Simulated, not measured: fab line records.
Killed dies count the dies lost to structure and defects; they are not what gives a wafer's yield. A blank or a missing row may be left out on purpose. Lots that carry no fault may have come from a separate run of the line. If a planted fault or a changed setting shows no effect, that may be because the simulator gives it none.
Code-filled problem report in 8D (eight disciplines) form / flow nand-harc / the parts of the form that need people (team, actions taken, sign-off) are left out

== 1. PROBLEM STATEMENT ==
Wafers without a fault read 68, standard deviation 20; killed-dies at NHARC_END_SORT_01 reads a mean of 271 on 3 wafers belonging to 3 lots. Measured from the usual mean, that is +10 standard deviations.
Seen first at day 32 05:13 on prober-01, wafer L760.5. Wafers with a number at this step in the record: 15, from 5 lots. Rule for "out", or "out of limits": more than 4 standard deviations from the usual mean. Any other wafer with a number is counted as sound.

== 2. WHAT IT IS AND WHAT IT IS NOT ==
question=which readings at this step | is=killed-dies, killed-at-array | is not=killed-at-periphery, killed-short
question=which lots | is=L760, L761, L762 | is not=L750, L752
question=which wafers of those lots | is=L760.5, L761.6, L762.1 | is not=L760.4, L760.6, L761.4, L761.5, L762.4, L762.5
question=read on which gauges | is=prober-01, prober-02 | is not=-
question=when | is=from day 32 05:13 | is not=up to then (8 sound wafers); but 4 sound wafers of L760, L761, L762 came after

== 3. SUSPECTS, AND WHAT RULES EACH OUT ==
Counting: a tool at a process step up to the reading stays a suspect if it ran every lot that is out. Sound lots after the first of them don't rule it out here, since some wafers of a struck lot are sound.
- the gauge at NHARC_END_SORT_01 has been ruled out. Those wafers that are out were read across 2 gauges (prober-01, prober-02).
- acl-dep-01 at NHARC_A_CONTACT_DEP_84 (deposits aC, target thk 2800 nm): kept. It ran every lot that is out, first L760 (day 29 19:48).
- rie-diel-02 at NHARC_A_CONTACT_ETCH_31 (etches the open film in O2/COS, target depth 2800 nm, time 728 s): kept. It ran every lot that is out, first L760 (day 29 22:30). Its own readings are out on those wafers: oes-product-au.
- In rie-diel-02 at NHARC_A_CONTACT_ETCH_31, the wafers that are out were processed in chamber 0 and their sound lot-mates in chambers 1, 2, 3.
The count leaves rie-diel-02 at NHARC_A_CONTACT_ETCH_31 and acl-dep-01 at NHARC_A_CONTACT_DEP_84.

== 4. THE CAUSE (what the simulator had put in) ==
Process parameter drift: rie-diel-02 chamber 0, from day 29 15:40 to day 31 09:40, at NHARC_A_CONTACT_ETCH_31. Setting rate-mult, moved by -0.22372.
2 suspects survive the count, and this tool is in that group.

== 5. THE CHAIN OF EFFECTS, in route order ==
Rows list readings where the struck wafers' mean (over those with a number) sits beyond 3 standard deviations from the usual. Scope: only readings with a usual standard deviation given in the record; hours: median across lots of the time from each lot's start at the first step in this table that gives one to its start at this step; sigmas: change in usual standard deviations.
hours=0; step=NHARC_A_CONTACT_ETCH_31; reading=oes-product-au; usual=1.002 a.u.; on struck wafers=0.867; change=-0.135; sigmas=-12
hours=54; step=NHARC_END_SORT_01; reading=killed-at-array; usual=64; on struck wafers=263; change=+199; sigmas=+10
hours=54; step=NHARC_END_SORT_01; reading=killed-dies; usual=68; on struck wafers=271; change=+203; sigmas=+10
It contains these process steps:
- NHARC_A_CONTACT_ETCH_31: etches the open film in O2/COS, target depth 2800 nm, time 728 s.

== 6. WHAT WOULD HAVE CAUGHT IT SOONER ==
The first out-of-limits reading at a measuring or inspecting step in this record came at day 32 05:13, 62 hours after the fault's start at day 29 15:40.
Tool's own readings at NHARC_A_CONTACT_ETCH_31, oes-product-au: out on all struck wafers the step has rows for; an alarm limit on them would have tripped on the first.
The start of NHARC_A_CONTACT_ETCH_31 on rie-diel-02 came by day 32 05:13 for every one of the lots that are out (3). Tool hold at that time: it would have spared none of them.
